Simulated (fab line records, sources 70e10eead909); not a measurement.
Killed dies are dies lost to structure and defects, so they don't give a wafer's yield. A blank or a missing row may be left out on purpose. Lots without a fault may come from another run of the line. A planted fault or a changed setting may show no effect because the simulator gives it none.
Which tool did it? | flow nand_harc | 14 lots, 40 wafers sampled, at 6 steps of a route of 1159

WHAT THE GAUGES READ, wafer by wafer
NHARC_A_SOURCE_PLATE_THK_MEAS_06: measures by ellipsometry. Usual: thk_nm 199.5 nm, standard deviation 2.
lot  | measured     | on            | thk_nm (nm)       | flag
L872 | day 7 08:42  | film_metro-01 | 199.6 198.5 198.0 |
L874 | day 7 20:49  | film_metro-02 | 201.0 200.6 200.1 |
L876 | day 8 13:43  | film_metro-02 | 198.7 197.6 199.9 |
L875 | day 8 13:43  | film_metro-01 | 200.1 201.5 199.4 |
L877 | day 8 20:56  | film_metro-02 | 202.4 204.7 200.7 |
L878 | day 9 08:46  | film_metro-01 | 198.9 198.1 200.1 |
L880 | day 9 13:34  | film_metro-01 | 198.1 198.2 197.3 |
L881 | day 10 02:09 | film_metro-01 | 198.1 196.9 197.6 |
L882 | day 10 02:09 | film_metro-02 | 201.5 196.1 199.2 |
L886 | day 10 17:03 | film_metro-01 | 198.3 197.3       |
L888 | day 11 11:35 | film_metro-02 | 195.8 196.0       |
L889 | day 11 19:48 | film_metro-02 | 197.3 198.0 199.8 |
L892 | day 12 01:52 | film_metro-01 | 199.8 199.0 200.0 |
L893 | day 12 18:54 | film_metro-01 | 201.9 198.2 195.2 |

NHARC_A_ONON_D1_THK_MEAS_27: measures by ellipsometry. Usual: thk_nm 997 nm, standard deviation 11.
lot  | measured     | on            | thk_nm (nm)    | flag
L872 | day 7 20:32  | film_metro-02 | 1000 1001 999  |
L874 | day 8 10:26  | film_metro-02 | 1005 1007 1008 |
L876 | day 9 01:26  | film_metro-01 | 990 993 992    |
L875 | day 9 01:28  | film_metro-02 | 995 994 994    |
L877 | day 9 08:45  | film_metro-01 | 1001 1001 1000 |
L878 | day 9 20:31  | film_metro-02 | 1002 1004 1001 |
L880 | day 10 01:17 | film_metro-02 | 989 993 991    |
L881 | day 10 14:18 | film_metro-01 | 978 977 975    |
L882 | day 10 14:17 | film_metro-02 | 1503 994 994   | OFF
L886 | day 11 07:22 | film_metro-01 | 1502 991       | OFF
L888 | day 11 23:17 | film_metro-01 | 978 1488       | OFF
L889 | day 12 07:35 | film_metro-01 | 992 993 992    |
L892 | day 12 13:38 | film_metro-02 | 987 986 987    |
L893 | day 13 06:41 | film_metro-01 | 998 999 999    |

NHARC_END_SORT_01. Usual: killed_at_array 25, standard deviation 9.2; killed_at_other 0.8, standard deviation 1.2; killed_at_periphery 3.9, standard deviation 2.6; killed_dies 30, standard deviation 9.7; killed_open 3.4, standard deviation 1.9; killed_short 2.0, standard deviation 1.4.
lot  | measured     | on        | killed_at_array | killed_at_other | killed_at_periphery | killed_dies | killed_open | killed_short | flag
L882 | day 21 19:50 | prober-02 | 674 25 40       | 1 1 0           | 2 2 6               | 677 28 46   | 1 3 6       | 1 4 3        | OFF
L886 | day 22 04:14 | prober-01 | 677 34          | 0 0             | 0 2                 | 677 36      | 5 4         | 2 1          | OFF

WHICH TOOL RAN EACH LOT (tool, then ch and the chambers of the sampled wafers, then the start)
lot  | NHARC_P_BONDPAD_DEGAS_25     | NHARC_A_ONON_D1_DEP_25           | NHARC_A_CHANNEL_HOLE_D1_DEP_01
L872 | pvd_sputter-01, day 6 06:55  | pecvd_onon-01 ch 0, day 7 20:01  | pecvd-02 ch 1,2, day 8 00:35
L874 | pvd_sputter-02, day 6 21:17  | pecvd_onon-01 ch 0, day 8 09:59  | pecvd-02 ch 0,1,2, day 8 16:23
L876 | pvd_sputter-02, day 7 09:08  | pecvd_onon-01 ch 0, day 9 00:55  | pecvd-03 ch 1,2, day 9 04:37
L875 | pvd_sputter-01, day 7 10:47  | pecvd_onon-03 ch 0, day 9 00:57  | pecvd-01 ch 0,1,2, day 9 04:32
L877 | pvd_sputter-03, day 7 18:34  | pecvd_onon-02 ch 0, day 9 08:14  | pecvd-01 ch 0,1,2, day 9 11:54
L878 | pvd_sputter-02, day 8 06:01  | pecvd_onon-01 ch 0, day 9 20:07  | pecvd-01 ch 0,1,2, day 10 00:40
L880 | pvd_sputter-03, day 8 11:51  | pecvd_onon-03 ch 0, day 10 00:46 | pecvd-03 ch 0,1,2, day 10 05:38
L881 | pvd_sputter-02, day 8 21:57  | pecvd_onon-02 ch 0, day 10 13:47 | pecvd-02 ch 1,2, day 10 20:08
L882 | pvd_sputter-01, day 9 00:40  | pecvd_onon-01 ch 0, day 10 13:50 | pecvd-03 ch 1,2, day 10 18:46
L886 | pvd_sputter-03, day 9 12:28  | pecvd_onon-01 ch 0, day 11 06:54 | pecvd-01 ch 1, day 11 11:00
L888 | pvd_sputter-03, day 10 09:14 | pecvd_onon-01 ch 0, day 11 22:53 | pecvd-01 ch 1, day 12 04:19
L889 | pvd_sputter-02, day 10 19:14 | pecvd_onon-03 ch 0, day 12 07:08 | pecvd-01 ch 0,2, day 12 10:59
L892 | pvd_sputter-03, day 10 23:52 | pecvd_onon-02 ch 0, day 12 13:08 | pecvd-02 ch 1,2, day 12 17:37
L893 | pvd_sputter-01, day 11 15:39 | pecvd_onon-03 ch 0, day 13 06:17 | pecvd-02 ch 0,2, day 13 10:48
- NHARC_P_BONDPAD_DEGAS_25: time 60 s.
- NHARC_A_ONON_D1_DEP_25: target thk 1000 nm.
- NHARC_A_CHANNEL_HOLE_D1_DEP_01: deposits SiON, target thk 140 nm.

WHAT THE TOOLS THEMSELVES READ (means of the sampled wafers that have a number; where no wafer has one, the mark that the record gives instead)
NHARC_P_BONDPAD_DEGAS_25. Usual: heater_power_w 472 W, standard deviation 28.
lot  | tool           | heater_power_w (W) | flag
L872 | pvd_sputter-01 | 482                |
L874 | pvd_sputter-02 | 475                |
L876 | pvd_sputter-02 | 481                |
L875 | pvd_sputter-01 | 490                |
L877 | pvd_sputter-03 | 457                |
L878 | pvd_sputter-02 | 461                |
L880 | pvd_sputter-03 | 438                |
L881 | pvd_sputter-02 | 450                |
L882 | pvd_sputter-01 | 491                |
L886 | pvd_sputter-03 | 452                |
L888 | pvd_sputter-03 | 446                |
L889 | pvd_sputter-02 | 475                |
L892 | pvd_sputter-03 | 476                |
L893 | pvd_sputter-01 | 473                |

NHARC_A_ONON_D1_DEP_25. Usual: nh3_flow_sccm 499.8 sccm, standard deviation 1.5.
lot  | tool          | nh3_flow_sccm (sccm) | flag
L872 | pecvd_onon-01 | 498.8                |
L874 | pecvd_onon-01 | 500.5                |
L876 | pecvd_onon-01 | 500.9                |
L875 | pecvd_onon-03 | 502.7                |
L877 | pecvd_onon-02 | 498.6                |
L878 | pecvd_onon-01 | 499.6                |
L880 | pecvd_onon-03 | 498.3                |
L881 | pecvd_onon-02 | 500.2                |
L882 | pecvd_onon-01 | 497.9                |
L886 | pecvd_onon-01 | 498.4                |
L888 | pecvd_onon-01 | 500.0                |
L889 | pecvd_onon-03 | 499.9                |
L892 | pecvd_onon-02 | 500.9                |
L893 | pecvd_onon-03 | 499.6                |

NHARC_A_CHANNEL_HOLE_D1_DEP_01. Usual: chamber_pressure_Torr 3.500 Torr, standard deviation 0.008; heater_power_w 721 W, standard deviation 95; showerhead_vpp_V 1169 V, standard deviation 60.
lot  | tool     | chamber_pressure_Torr (Torr) | heater_power_w (W) | showerhead_vpp_V (V) | flag
L872 | pecvd-02 | 3.500                        | 645                | 1105                 |
L874 | pecvd-02 | 3.498                        | 684                | 1154                 |
L876 | pecvd-03 | 3.505                        | 746                | 1180                 |
L875 | pecvd-01 | 3.500                        | 671                | 1197                 |
L877 | pecvd-01 | 3.495                        | 758                | 1201                 |
L878 | pecvd-01 | 3.493                        | 733                | 1196                 |
L880 | pecvd-03 | 3.493                        | 775                | 1127                 |
L881 | pecvd-02 | 3.506                        | 625                | 1101                 |
L882 | pecvd-03 | 3.500                        | 752                | 1174                 |
L886 | pecvd-01 | 3.506                        | 697                | 1201                 |
L888 | pecvd-01 | 3.475                        | 693                | 1184                 | OFF
L889 | pecvd-01 | 3.506                        | 615                | 1196                 |
L892 | pecvd-02 | 3.494                        | 726                | 1107                 |
L893 | pecvd-02 | 3.505                        | 659                | 1190                 |

THE ANSWER, worked out from the rows above alone
Rule: a lot is off if the mean of its wafers that have a number lies more than 3 standard deviations from the usual mean. A lot without any number at a reading at which 4 lots or more have one is off too. The other lots that the step has rows for count as sound. The gauges are gone through in route order, then the tools' own readings, and for those a lot's mean is taken as printed above. The first step at which some lot is off is used, and at that step the reading that is off furthest; a lot without a number counts as furthest.
Off: L882, L886, L888, at NHARC_A_ONON_D1_THK_MEAS_27 (thk_nm).
A tool fits if, at a process step before that reading, it ran every lot that is off, and no sound lot after the first of them. The gauges at NHARC_A_ONON_D1_THK_MEAS_27 are tried like those tools. One fits: pecvd_onon-01 at NHARC_A_ONON_D1_DEP_25. Its last sound lot is L878 (day 9 20:07), its first lot that is off L882 (day 10 13:50): a fault that began between those two fits.

WHAT THE SIMULATOR HAD PUT IN
Process parameter drift: pecvd_onon-01, from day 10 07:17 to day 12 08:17, at NHARC_A_ONON_D1_DEP_25. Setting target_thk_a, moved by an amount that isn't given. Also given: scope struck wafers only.
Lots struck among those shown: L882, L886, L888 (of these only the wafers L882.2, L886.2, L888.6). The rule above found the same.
